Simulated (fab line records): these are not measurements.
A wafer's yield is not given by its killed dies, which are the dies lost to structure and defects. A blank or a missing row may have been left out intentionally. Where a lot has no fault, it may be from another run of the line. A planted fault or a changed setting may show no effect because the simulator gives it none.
fab line records + flow n5_finfet
record
- lots=11
- wafers=31
- last_day=18
route steps=1938 shown SPACER0@260 BEOL_M4@1092 BEOL_M5@1113 PASSIVATION@1936
lots that met no fault: from a run of the same line without faults
start_h: the number of hours between the record's first day and the start of the first shown wafer of the lot + wait_h: hours from the lot's prior step to this one + " unchanged from the row above + L1.1+2: one row covering several wafers at once + - no value, or no start given + * or withheld: withheld + < > ~ a bound
route shown NAME@n: NAME is a module with steps in the file, n the number in the route of the first one + usual: mean and standard deviation over wafers with no fault + same: alike in all rows + chamber/n: place in a boat + sites: the reading at each site + _std_site: their standard deviation + _edge_site: inner sites' mean taken away from outer sites' mean + radius_mm: how far each site lies from the wafer's centre + mask NAME#n: copy n + behind: tool/chamber where the wafer was last shaped + hold: the reason the lot was held/the length of the hold in hours/how it ended + device: the transistor (n, p or np) that didn't switch + end of line: the tests these same wafers got at the end of their route + where a step has no rows: the recipe by itself + killed: the dies lost at the first sort to structure and to defects; this is not the yield of the wafer + map: shows each die of a wafer: x if killed, . if not, _ if none is there
set.NAME: the setting as run; set.NAME@STEP: as run at that earlier step + model.NAME: the simulator's own value behind a step, which no gauge read
steps of the route over a sample of lots; a table a step, a row a wafer
services: a tool's chamber out of use, with start hour (start_h, from the record's first day; less than 0 if before it), hours out, and reason
## steps
# step N5_SPACER0_ALD_08
# recipe
- material=SiNx
- target_thk_a=20
- temp_c=400
- ald_precursor_family=SiH2I2
- ald_co_reactant=N2/H2-plasma
- pressure_torr=2
# usual
- heater_power_w=890/87
| lot.wafer | tool       | chamber | start_h | wait_h | heater_power_w |
|-----------|------------|---------|---------|--------|----------------|
| L376.2    | ald_sin-02 | 3       | 56.50   | 0.1    | 912            |
| L376.4    | "          | 1       | "       | "      | 846            |
| L376.6    | "          | 3       | "       | "      | 921            |
| L377.2    | ald_sin-03 | 1       | 61.31   | 0.1    | 778            |
| L377.3    | "          | 0       | "       | "      | 969            |
| L377.5    | "          | 3       | "       | "      | 785            |
| L379.2    | ald_sin-02 | 3       | 76.85   | 0.1    | 931            |
| L379.6    | "          | 1       | "       | "      | 864            |
| L380.3    | ald_sin-02 | 2       | 84.02   | 0.1    | 896            |
| L380.4    | "          | 3       | "       | "      | 939            |
| L380.5    | "          | 0       | "       | "      | 1006           |
| L381.2    | ald_sin-02 | 2       | 88.93   | 0.1    | 896            |
| L381.5    | "          | 1       | "       | "      | 875            |
| L381.6    | "          | 2       | "       | "      | 904            |
| L382.2    | ald_sin-02 | 3       | 95.71   | 0.1    | 918            |
| L382.4    | "          | 0       | "       | "      | 1010           |
| L382.5    | "          | 0       | "       | "      | 992            |
| L384.1    | ald_sin-02 | 3       | 102.96  | 0.1    | 967            |
| L384.4    | "          | 2       | "       | "      | 874            |
| L389.2    | ald_sin-03 | 1       | 134.55  | 0.1    | 778            |
| L389.4    | "          | 2       | "       | "      | 823            |
| L389.5    | "          | 1       | "       | "      | 780            |
| L394.2    | ald_sin-03 | 0       | 164.12  | 0.1    | 988            |
| L394.3    | "          | 1       | "       | "      | 782            |
| L394.4    | "          | 3       | "       | "      | 765            |
| L395.1    | ald_sin-04 | 3       | 172.80  | 0.1    | 881            |
| L395.5    | "          | 3       | "       | "      | 875            |
| L395.6    | "          | 1       | "       | "      | 981            |
| L397.1    | ald_sin-02 | 2       | 198.29  | 0.1    | 907            |
| L397.2    | "          | 3       | "       | "      | 931            |
| L397.4    | "          | 0       | "       | "      | 1017           |
# step N5_BEOL_M4_SPUTTER_88
# recipe
- material=Cu
- target_thk_a=45
- temp_c=-20
- chamber_pressure_pa=0.07
- power_w=withheld
- time_s=8.29
# usual
- throttle_valve_pct=29.7/1.2
| lot.wafer | tool           | chamber | start_h | wait_h | throttle_valve_pct |
|-----------|----------------|---------|---------|--------|--------------------|
| L376.2    | pvd_sputter-02 | -       | 182.78  | 0.1    | 31.3               |
| L376.4    | "              | -       | "       | "      | 31.0               |
| L376.6    | "              | -       | "       | "      | 29.0               |
| L377.2    | pvd_sputter-02 | -       | 184.98  | 0.1    | 30.9               |
| L377.3    | "              | -       | "       | "      | 29.0               |
| L377.5    | "              | -       | "       | "      | 28.1               |
| L379.2    | pvd_sputter-03 | -       | 207.70  | 0.1    | 30.7               |
| L379.6    | "              | -       | "       | "      | 28.3               |
| L380.3    | pvd_sputter-02 | -       | 212.33  | 0.1    | 31.2               |
| L380.4    | "              | -       | "       | "      | 28.9               |
| L380.5    | "              | -       | "       | "      | 29.1               |
| L381.2    | pvd_sputter-03 | -       | 218.64  | 0.1    | 28.1               |
| L381.5    | "              | -       | "       | "      | 30.4               |
| L381.6    | "              | -       | "       | "      | 28.2               |
| L382.2    | pvd_sputter-02 | -       | 221.59  | 0.1    | 29.1               |
| L382.4    | "              | -       | "       | "      | 31.0               |
| L382.5    | "              | -       | "       | "      | 28.2               |
| L384.1    | pvd_sputter-01 | -       | 238.98  | 0.1    | 27.9               |
| L384.4    | "              | -       | "       | "      | 31.0               |
| L389.2    | pvd_sputter-02 | -       | 254.59  | 0.1    | 31.4               |
| L389.4    | "              | -       | "       | "      | 31.2               |
| L389.5    | "              | -       | "       | "      | 30.7               |
| L394.2    | pvd_sputter-03 | -       | 286.08  | 0.1    | 28.2               |
| L394.3    | "              | -       | "       | "      | 30.4               |
| L394.4    | "              | -       | "       | "      | 31.0               |
| L395.1    | pvd_sputter-02 | -       | 301.99  | 0.1    | 31.2               |
| L395.5    | "              | -       | "       | "      | 28.2               |
| L395.6    | "              | -       | "       | "      | 30.9               |
| L397.1    | pvd_sputter-01 | -       | 311.80  | 0.1    | 28.0               |
| L397.2    | "              | -       | "       | "      | 30.8               |
| L397.4    | "              | -       | "       | "      | 29.6               |
# step N5_BEOL_M4_SPUTTER_90
# recipe
- material=Cu
- target_thk_a=45
- temp_c=-20
- chamber_pressure_pa=0.07
- power_w=withheld
- time_s=8.29
# usual
- throttle_valve_pct=29.7/1.3
| lot.wafer | tool           | chamber | start_h | wait_h | throttle_valve_pct |
|-----------|----------------|---------|---------|--------|--------------------|
| L376.2    | pvd_sputter-02 | -       | 183.00  | 0.1    | 31.5               |
| L376.4    | "              | -       | "       | "      | 31.2               |
| L376.6    | "              | -       | "       | "      | 28.9               |
| L377.2    | pvd_sputter-02 | -       | 185.20  | 0.1    | 30.9               |
| L377.3    | "              | -       | "       | "      | 29.0               |
| L377.5    | "              | -       | "       | "      | 28.1               |
| L379.2    | pvd_sputter-03 | -       | 207.92  | 0.1    | 31.0               |
| L379.6    | "              | -       | "       | "      | 28.0               |
| L380.3    | pvd_sputter-02 | -       | 212.55  | 0.1    | 31.3               |
| L380.4    | "              | -       | "       | "      | 28.9               |
| L380.5    | "              | -       | "       | "      | 28.9               |
| L381.2    | pvd_sputter-03 | -       | 218.86  | 0.1    | 28.1               |
| L381.5    | "              | -       | "       | "      | 30.7               |
| L381.6    | "              | -       | "       | "      | 28.1               |
| L382.2    | pvd_sputter-02 | -       | 221.81  | 0.1    | 29.1               |
| L382.4    | "              | -       | "       | "      | 30.8               |
| L382.5    | "              | -       | "       | "      | 28.5               |
| L384.1    | pvd_sputter-01 | -       | 239.20  | 0.1    | 28.0               |
| L384.4    | "              | -       | "       | "      | 30.8               |
| L389.2    | pvd_sputter-02 | -       | 254.81  | 0.1    | 31.3               |
| L389.4    | "              | -       | "       | "      | 30.9               |
| L389.5    | "              | -       | "       | "      | 31.1               |
| L394.2    | pvd_sputter-03 | -       | 286.30  | 0.1    | 28.2               |
| L394.3    | "              | -       | "       | "      | 29.9               |
| L394.4    | "              | -       | "       | "      | 31.2               |
| L395.1    | pvd_sputter-02 | -       | 302.21  | 0.1    | 30.7               |
| L395.5    | "              | -       | "       | "      | 28.1               |
| L395.6    | "              | -       | "       | "      | 31.0               |
| L397.1    | pvd_sputter-01 | -       | 312.02  | 0.1    | 28.2               |
| L397.2    | "              | -       | "       | "      | 30.8               |
| L397.4    | "              | -       | "       | "      | 30.0               |
# step N5_BEOL_M4_RC_MEAS_101
# usual
- DIBL_N=36.0/1.9
- DIBL_P=36.0/2.1
- IOFF_N=0.155/0.029
- IOFF_P=0.20/0.032
- ION_N=672/11
- ION_P=461/6.9
- REXT_N=75.1/1.5
- SS_N=71.5/0.58
- SS_P=73.2/0.64
- VT_N=250.4/2.9
- VT_P=-251.0/2.8
| lot.wafer | tool      | chamber | start_h | wait_h | DIBL_N[mV/V] | DIBL_P[mV/V] | IOFF_N[nA/um] | IOFF_P[nA/um] | ION_N[uA/um] | ION_P[uA/um] | REXT_N[ohm.um] | SS_N[mV/dec] | SS_P[mV/dec] | VT_N[mV] | VT_P[mV] |
|-----------|-----------|---------|---------|--------|--------------|--------------|---------------|---------------|--------------|--------------|----------------|--------------|--------------|----------|----------|
| L376.2    | prober-02 | 0       | 185.41  | 0.2    | 36.5         | 35.3         | 0.129         | 0.19          | 654          | 452          | 74.0           | 71.4         | 73.9         | 254.5    | -251.4   |
| L376.4    | "         | 0       | "       | "      | 34.5         | 33.6         | 0.114         | 0.18          | 672          | 470          | 72.9           | 71.0         | 72.9         | 254.6    | -251.4   |
| L376.6    | "         | 0       | "       | "      | 34.4         | 33.3         | 0.112         | 0.17          | 666          | 462          | 73.1           | 70.8         | 72.3         | 254.9    | -253.8   |
| L377.2    | prober-01 | 0       | 187.22  | 0.2    | 34.9         | 34.6         | 0.145         | 0.22          | 661          | 457          | 78.5           | 71.4         | 72.4         | 249.4    | -248.6   |
| L377.3    | "         | 0       | "       | "      | 35.2         | 35.3         | 0.160         | 0.22          | 670          | 462          | 76.7           | 71.6         | 73.1         | 245.6    | -248.3   |
| L377.5    | "         | 0       | "       | "      | 36.4         | 35.9         | 0.168         | 0.22          | 669          | 460          | 76.8           | 72.3         | 72.6         | 247.4    | -250.0   |
| L379.2    | prober-01 | 0       | 210.12  | 0.2    | 34.8         | 34.1         | 0.124         | 0.19          | 666          | 460          | 77.6           | 71.1         | 72.9         | 252.0    | -249.1   |
| L379.6    | "         | 0       | "       | "      | 36.1         | 35.2         | 0.143         | 0.20          | 660          | 460          | 76.7           | 71.8         | 73.1         | 251.5    | -249.3   |
| L380.3    | prober-02 | 0       | 214.62  | 0.3    | 40.6         | 39.6         | 0.218         | 0.27          | 676          | 465          | 71.7           | 72.8         | 74.5         | 248.8    | -248.0   |
| L380.4    | "         | 0       | "       | "      | 39.2         | 39.2         | 0.194         | 0.25          | 686          | 466          | 72.4           | 72.2         | 74.2         | 246.9    | -246.9   |
| L380.5    | "         | 0       | "       | "      | 41.7         | 41.4         | 0.236         | 0.30          | 678          | 467          | 71.4           | 72.6         | 74.4         | 246.5    | -246.9   |
| L381.2    | prober-01 | 0       | 221.08  | 0.2    | 34.8         | 33.1         | 0.127         | 0.15          | 676          | 453          | 76.4           | 70.1         | 72.5         | 249.6    | -256.0   |
| L381.5    | "         | 0       | "       | "      | 37.0         | 35.7         | 0.158         | 0.19          | 684          | 462          | 76.8           | 71.7         | 73.2         | 250.7    | -252.9   |
| L381.6    | "         | 0       | "       | "      | 38.5         | 36.5         | 0.182         | 0.20          | 675          | 454          | 76.9           | 71.5         | 73.5         | 249.8    | -251.3   |
| L382.2    | prober-02 | 0       | 223.72  | 0.2    | 37.7         | 38.7         | 0.197         | 0.25          | 671          | 459          | 77.0           | 72.4         | 73.5         | 246.4    | -249.8   |
| L382.4    | "         | 0       | "       | "      | 34.4         | 35.2         | 0.131         | 0.18          | 661          | 450          | 79.9           | 71.4         | 73.8         | 254.2    | -253.4   |
| L382.5    | "         | 0       | "       | "      | 36.2         | 36.7         | 0.148         | 0.20          | 651          | 444          | 79.4           | 71.7         | 73.5         | 252.0    | -254.9   |
| L384.1    | prober-01 | 0       | 240.97  | 0.0    | 36.0         | 37.2         | 0.153         | 0.21          | 688          | 469          | 75.8           | 70.9         | 74.1         | 249.2    | -248.9   |
| L384.4    | "         | 0       | "       | "      | 32.9         | 34.4         | 0.112         | 0.17          | 651          | 457          | 80.1           | 71.1         | 73.3         | 254.6    | -252.2   |
| L389.2    | prober-01 | 0       | 256.73  | 0.2    | 35.7         | 35.4         | 0.163         | 0.23          | 669          | 469          | 73.7           | 70.7         | 73.5         | 247.3    | -248.7   |
| L389.4    | "         | 0       | "       | "      | 33.4         | 32.3         | 0.118         | 0.18          | 667          | 465          | 75.0           | 70.2         | 73.1         | 252.6    | -250.8   |
| L389.5    | "         | 0       | "       | "      | 33.0         | 32.2         | 0.117         | 0.18          | 662          | 467          | 74.5           | 70.9         | 72.9         | 249.7    | -249.4   |
| L394.2    | prober-02 | 0       | 288.21  | 0.2    | 35.1         | 36.4         | 0.144         | 0.21          | 677          | 467          | 75.9           | 70.6         | 73.3         | 249.4    | -251.5   |
| L394.3    | "         | 0       | "       | "      | 32.9         | 34.1         | 0.119         | 0.18          | 654          | 453          | 76.7           | 70.8         | 72.2         | 250.0    | -251.7   |
| L394.4    | "         | 0       | "       | "      | 35.1         | 37.0         | 0.155         | 0.22          | 681          | 469          | 75.8           | 71.7         | 73.2         | 247.5    | -249.1   |
| L395.1    | prober-02 | 0       | 303.98  | 0.0    | 38.0         | 36.8         | 0.169         | 0.22          | 676          | 469          | 76.1           | 72.0         | 73.9         | 249.1    | -247.3   |
| L395.5    | "         | 0       | "       | "      | 36.2         | 35.3         | 0.148         | 0.20          | 673          | 462          | 75.2           | 70.9         | 73.6         | 250.4    | -249.4   |
| L395.6    | "         | 0       | "       | "      | 38.5         | 37.9         | 0.187         | 0.23          | 679          | 460          | 77.0           | 71.9         | 74.0         | 246.4    | -247.4   |
| L397.1    | prober-01 | 0       | 313.78  | 0.0    | 34.4         | 35.1         | 0.149         | 0.19          | 682          | 466          | 76.6           | 71.6         | 73.0         | 252.9    | -249.1   |
| L397.2    | "         | 0       | "       | "      | 33.3         | 33.1         | 0.118         | 0.15          | 661          | 450          | 76.6           | 71.0         | 72.6         | 255.5    | -255.7   |
| L397.4    | "         | 0       | "       | "      | 32.8         | 33.0         | 0.119         | 0.16          | 674          | 462          | 76.9           | 70.4         | 72.9         | 251.2    | -253.9   |
# step N5_BEOL_M5_CURE_79
# recipe
- temp_c=385
- time_s=240
- ambient=He/Ar
- material=SiCOH_lowk
# usual
- lamp_power_pct=52.31/0.053
- wafer_temp_C_max=386.6/0.62
| lot.wafer | tool       | chamber | start_h | wait_h | lamp_power_pct | wafer_temp_C_max |
|-----------|------------|---------|---------|--------|----------------|------------------|
| L376.2    | uv_cure-01 | 1       | 186.37  | 0.1    | 52.29          | 386.4            |
| L376.4    | "          | 1       | "       | "      | 52.25          | 386.8            |
| L376.6    | "          | 1       | "       | "      | 52.23          | 386.7            |
| L377.2    | uv_cure-01 | 1       | 188.16  | 0.1    | 52.34          | 386.6            |
| L377.3    | "          | 1       | "       | "      | 52.33          | 386.4            |
| L377.5    | "          | 1       | "       | "      | 52.32          | 386.3            |
| L379.2    | uv_cure-03 | 1       | 211.15  | 0.2    | 52.30          | 386.2            |
| L379.6    | "          | 1       | "       | "      | 52.29          | 386.6            |
| L380.3    | uv_cure-03 | 0       | 215.67  | 0.4    | 52.36          | 386.3            |
| L380.4    | "          | 0       | "       | "      | 52.27          | 386.3            |
| L380.5    | "          | 0       | "       | "      | 52.36          | 385.7            |
| L381.2    | uv_cure-03 | 2       | 222.12  | 0.2    | 52.34          | 386.9            |
| L381.5    | "          | 2       | "       | "      | 52.38          | 386.2            |
| L381.6    | "          | 2       | "       | "      | 52.24          | 386.3            |
| L382.2    | uv_cure-02 | 0       | 224.67  | 0.1    | 52.36          | 386.7            |
| L382.4    | "          | 0       | "       | "      | 52.31          | 387.3            |
| L382.5    | "          | 0       | "       | "      | 52.34          | 387.4            |
| L384.1    | uv_cure-02 | 1       | 241.99  | 0.0    | 52.30          | 386.5            |
| L384.4    | "          | 1       | "       | "      | 52.39          | 385.7            |
| L389.2    | uv_cure-03 | 2       | 257.67  | 0.1    | 52.20          | 386.0            |
| L389.4    | "          | 2       | "       | "      | 52.33          | 386.4            |
| L389.5    | "          | 2       | "       | "      | 52.21          | 386.5            |
| L394.2    | uv_cure-03 | 2       | 289.16  | 0.1    | 52.36          | 386.3            |
| L394.3    | "          | 2       | "       | "      | 52.32          | 386.3            |
| L394.4    | "          | 2       | "       | "      | 52.27          | 386.6            |
| L395.1    | uv_cure-02 | 2       | 305.01  | 0.0    | 52.42          | 387.8            |
| L395.5    | "          | 2       | "       | "      | 52.30          | 387.8            |
| L395.6    | "          | 2       | "       | "      | 52.27          | 388.5            |
| L397.1    | uv_cure-02 | 1       | 314.80  | 0.0    | 52.32          | 385.7            |
| L397.2    | "          | 1       | "       | "      | 52.31          | 386.0            |
| L397.4    | "          | 1       | "       | "      | 52.38          | 385.7            |
# step N5_PASSIVATION_PROBE_49
# usual
- defect_limited_yield=91.0/1.5
- killed_at_M0_to_M3=33/9.4
- killed_at_M4_up=14/4.8
- killed_at_contacts=13/7.3
- killed_at_front_end=43/13
- killed_at_other=3.6/2.9
- killed_dies=106/18
- killed_on_rim=14/4.2
- killed_open=69/13
- killed_short=35/8.2
- sort_bin_5_function=5.3/1
- sort_bin_6_memory=3.3/0.68
- sort_bin_8_speed=0.01/0.027
- sort_n_pass=1074/18
- sort_yield_pct=91.0/1.5
# same
- gross_dies=1180
- killed_at_back_side=0
- sort_bin_4_leakage[%]=0
| lot.wafer | tool      | chamber | start_h | wait_h | defect_limited_yield[%] | killed_at_M0_to_M3 | killed_at_M4_up | killed_at_contacts | killed_at_front_end | killed_at_other | killed_dies | killed_on_rim | killed_open | killed_short | sort_bin_5_function[%] | sort_bin_6_memory[%] | sort_bin_8_speed[%] | sort_n_pass | sort_yield_pct[%] |
|-----------|-----------|---------|---------|--------|-------------------------|--------------------|-----------------|--------------------|---------------------|-----------------|-------------|---------------|-------------|--------------|------------------------|----------------------|---------------------|-------------|-------------------|
| L381.2    | prober-02 | -       | 329.36  | 0.1    | 91.9                    | 17                 | 19              | 9                  | 48                  | 3               | 96          | 14            | 68          | 26           | 4.7                    | 3.1                  | 0                   | 1084        | 91.9              |
| L381.5    | prober-02 | -       | 329.51  | 0.2    | 92.2                    | 27                 | 14              | 9                  | 40                  | 2               | 92          | 17            | 58          | 30           | 4.9                    | 2.3                  | 0                   | 1088        | 92.2              |
| L381.6    | prober-02 | -       | 329.56  | 0.3    | 91.2                    | 21                 | 14              | 14                 | 43                  | 12              | 104         | 9             | 73          | 31           | 4.4                    | 4.3                  | 0                   | 1076        | 91.2              |
| L389.2    | prober-02 | -       | 360.79  | 0.1    | 91.5                    | 28                 | 16              | 14                 | 40                  | 2               | 100         | 15            | 78          | 21           | 4.7                    | 3.4                  | 0                   | 1080        | 91.5              |
| L389.4    | prober-02 | -       | 360.89  | 0.2    | 90.4                    | 45                 | 10              | 15                 | 41                  | 2               | 113         | 16            | 66          | 47           | 5.8                    | 3.6                  | 0                   | 1067        | 90.4              |
| L389.5    | prober-02 | -       | 360.94  | 0.2    | 89.5                    | 46                 | 14              | 21                 | 38                  | 5               | 124         | 23            | 78          | 46           | 5.8                    | 4.2                  | 0                   | 1056        | 89.5              |
# killed by level:class
L381.2 FIN_SAQP:geometric_particle:open=15 FIN_SAQP:geometric_particle:short=11 STI_FIN_REVEAL:geometric_particle:open=10 MOL_CONTACT_COAG:geometric_particle:open=9 BEOL_M4:geometric_particle:open=8 BEOL_M1:geometric_particle:open=7 BEOL_M0_SAQP:geometric_particle:open=4 BEOL_M6:geometric_particle:open=4
L381.5 BEOL_M4:geometric_particle:open=12 STI_FIN_REVEAL:geometric_particle:open=9 FIN_SAQP:geometric_particle:open=8 BEOL_M3:geometric_particle:open=8 FIN_SAQP:geometric_particle:short=6 MOL_CONTACT_COAG:geometric_particle:open=6 BEOL_M1:geometric_particle:open=6 HKMG_FIN:area_etch=4
L381.6 STI_FIN_REVEAL:geometric_particle:open=11 MOL_CONTACT_COAG:geometric_particle:open=10 FIN_SAQP:geometric_particle:open=9 BEOL_M4:geometric_particle:open=8 MIM_TOP:geometric_particle:short=7 FIN_SAQP:geometric_particle:short=6 DUMMY_GATE:geometric_particle:open=5 MOL_CONTACT_COAG:geometric_particle:short=4
L389.2 FIN_SAQP:geometric_particle:open=11 BEOL_M0_SAQP:geometric_particle:open=11 MOL_CONTACT_COAG:geometric_particle:open=11 STI_FIN_REVEAL:geometric_particle:open=8 FIN_SAQP:geometric_particle:short=7 BEOL_M2:geometric_particle:open=6 STARTING-WAFER:geometric_particle:open=4 BEOL_M0_SAQP:geometric_particle:short=4
L389.4 FIN_SAQP:geometric_particle:short=11 MOL_CONTACT_COAG:geometric_particle:open=11 BEOL_M0_SAQP:geometric_particle:short=11 BEOL_M2:geometric_particle:open=11 BEOL_M0_SAQP:geometric_particle:open=10 FIN_SAQP:geometric_particle:open=7 BEOL_M4:geometric_particle:open=7 ILD0:geometric_particle:open=4
L389.5 MOL_CONTACT_COAG:geometric_particle:open=19 BEOL_M0_SAQP:geometric_particle:short=17 BEOL_M0_SAQP:geometric_particle:open=12 FIN_SAQP:geometric_particle:short=11 FIN_SAQP:geometric_particle:open=8 BEOL_M2:geometric_particle:open=7 GATE_CUT:geometric_particle:open=5 GATE_CUT:geometric_particle:short=4
## services
| tool           | chamber | start_h | hours | kind   |
|----------------|---------|---------|-------|--------|
| ald_sin-03     | 2       | 35.89   | 12.3  | repair |
| pvd_sputter-02 | -       | 48.61   | 3.4   | repair |
| uv_cure-02     | -       | 60.35   | 6.9   | repair |
| uv_cure-03     | -       | 69.80   | 0.2   | repair |
| pvd_sputter-02 | -       | 85.31   | 2.8   | repair |
| uv_cure-01     | -       | 92.08   | 7.5   | pm     |
| uv_cure-02     | -       | 113.89  | 13.3  | repair |
| ald_sin-02     | 3       | 121.55  | 17.2  | repair |
| uv_cure-02     | -       | 127.62  | 7.5   | pm     |
| ald_sin-02     | -       | 130.27  | 0.4   | repair |
| uv_cure-03     | -       | 134.61  | 2.1   | pm     |
| pvd_sputter-03 | -       | 137.72  | 2.9   | repair |
| pvd_sputter-03 | -       | 164.10  | 7.1   | repair |
| ald_sin-03     | -       | 166.93  | 1.7   | repair |
| uv_cure-01     | -       | 171.66  | 1.0   | pm     |
| ald_sin-03     | -       | 178.05  | 14.0  | pm     |
| uv_cure-03     | -       | 237.04  | 1.0   | pm     |
| uv_cure-02     | -       | 259.58  | 1.0   | pm     |
| ald_sin-02     | -       | 269.78  | 1.4   | repair |
| uv_cure-01     | -       | 276.47  | 2.1   | pm     |
| pvd_sputter-02 | -       | 288.76  | 8.9   | repair |
| ald_sin-02     | 0       | 305.03  | 1.6   | repair |
| ald_sin-03     | 1       | 307.07  | 5.8   | repair |
| ald_sin-03     | 0       | 312.26  | 6.2   | repair |
## key
first_sign
- step=N5_BEOL_M4_RC_MEAS_101
- reading=REXT_N
- direction=up
- sigmas=3.2
- usual=75.1
- struck=79.8
effect none on later readings
met_at N5_SPACER0_ALD_08
struck_lots L382,L384
struck_wafers L382.4,L382.5,L384.4
not_acting_at N5_BEOL_M4_SPUTTER_88,N5_BEOL_M4_SPUTTER_90,N5_BEOL_M5_CURE_79
onset_between 88.93 95.71
fault
- kind=process_parameter_drift
- tool=ald_sin-02
- chamber=-
- onset_h=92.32
- steps=N5_SPACER0_ALD_08
- channel=target_thk_a
- offset=*
- shape=step
- end_h=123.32
- scope=struck_wafers_only
- acts_in=*
- stated=*
